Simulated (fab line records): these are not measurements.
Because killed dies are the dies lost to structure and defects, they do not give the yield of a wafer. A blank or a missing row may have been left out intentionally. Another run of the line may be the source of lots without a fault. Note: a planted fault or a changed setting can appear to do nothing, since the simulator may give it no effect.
Lot-split experiment	flow n5-finfet	7 lots, 21 wafers read, on a route of 1938 steps

== THE SPLIT ITSELF ==
At N5_PASSIVATION_ETCH_59 (etches TaN in Cl2/BCl3, target depth 65 nm, time 34.9 s), the setting time-s was moved away from the recipe's 34.9 s on 5 of the 21 wafers read, by -18.4% to -6.2%. For the rest of the wafers, this setting stayed at what the recipe calls for.

The reading comes from the split's own step.

== THE READING ==
etch.depth-nm (the simulator's own value, which no gauge read), in nm, at N5_PASSIVATION_ETCH_59 (etches TaN in Cl2/BCl3, target depth 65 nm, time 34.9 s). There is no usual value for it anywhere in the file. Average 65.19 nm, standard deviation 0.69 nm, over the 16 wafers here run with the recipe.

wafer	tool, chamber at the split	time-s as run, s	against the recipe	etch.depth-nm, nm	against lot-mates on the recipe
L074.1	rie-metal-03, 0	28.93	-17.1%	54.19	-11.09
L074.2	rie-metal-03, 1	34.9	recipe	65.17	-
L074.5	rie-metal-03, 0	34.9	recipe	65.39	-
L079.1	rie-metal-02, 0	28.49	-18.4%	53.22	-11.01
L079.2	rie-metal-02, 1	34.9	recipe	64.23	-
L079.5	rie-metal-02, 1	28.49	-18.4%	52.22	-12.01
L081.2	rie-metal-01, 0	34.9	recipe	66.38	-
L081.4	rie-metal-01, 1	32.74	-6.2%	62.45	-4.18
L081.5	rie-metal-01, 1	34.9	recipe	66.89	-
L083.4	rie-metal-02, 0	34.9	recipe	65.22	-
L083.5	rie-metal-02, 0	34.9	recipe	65.39	-
L083.6	rie-metal-02, 0	34.9	recipe	64.75	-
L094.2	rie-metal-02, 1	32.66	-6.4%	61.43	-4.09
L094.3	rie-metal-02, 0	34.9	recipe	65.71	-
L094.4	rie-metal-02, 1	34.9	recipe	65.33	-
L092.1	rie-metal-02, 1	34.9	recipe	64.54	-
L092.4	rie-metal-02, 0	34.9	recipe	64.86	-
L092.6	rie-metal-02, 1	34.9	recipe	64.21	-
L095.1	rie-metal-03, 1	34.9	recipe	64.67	-
L095.2	rie-metal-03, 0	34.9	recipe	65.25	-
L095.6	rie-metal-03, 0	34.9	recipe	65.11	-

THE FIT
A straight line over all 21 wafers: etch.depth-nm changes by +0.661 nm for each +1% of time-s; r = +0.99; the points scatter about the line by 0.74 nm.
The same after taking each lot's own level away (the mean of its wafers on the recipe; 21 wafers): +0.634 nm for each +1%; r = +1.00; scatter 0.28 nm.
That fit puts the effect of the largest move of time-s on the reading at 12 nm.
From 64.230 to 66.635 nm: that is the span of the lots' own levels, equal to 3.5 times the standard deviation above.
The two slopes agree, so the slope changes little with the lot-to-lot level.
Check: for one of the wafers moved furthest among these (-18.4%), held out of the fit, the line's prediction against its lot-mates is -12 nm. It came out at -11 nm against them.

== FURTHER SPLITS ON THESE WAFERS ==
Other splits were also applied to these wafers ahead of the reading. Each is held against what the fit with the lots' levels taken away leaves over:
other split on the same wafers	wafers away from the commonest value	r with etch.depth-nm (lot level and that fit taken away)
N5_BEOL_M13_COAT_04 spin-rpm	9	-0.33
N5_BEOL_M14_TRENCH_ETCH_34 time-s	4	-0.44
N5_BEOL_M15_ETCH_61 time-s	10	-0.07
N5_MIM_BOT_LITHO_EXPOSE_05 dose-mj	7	+0.17
N5_MIM_BOT_ETCH_ETCH_03 icp-w	9	-0.21

== THE FILE'S OWN FIT ==
etch.depth-nm changes by +0.639 nm for each +1% of time-s, r = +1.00.
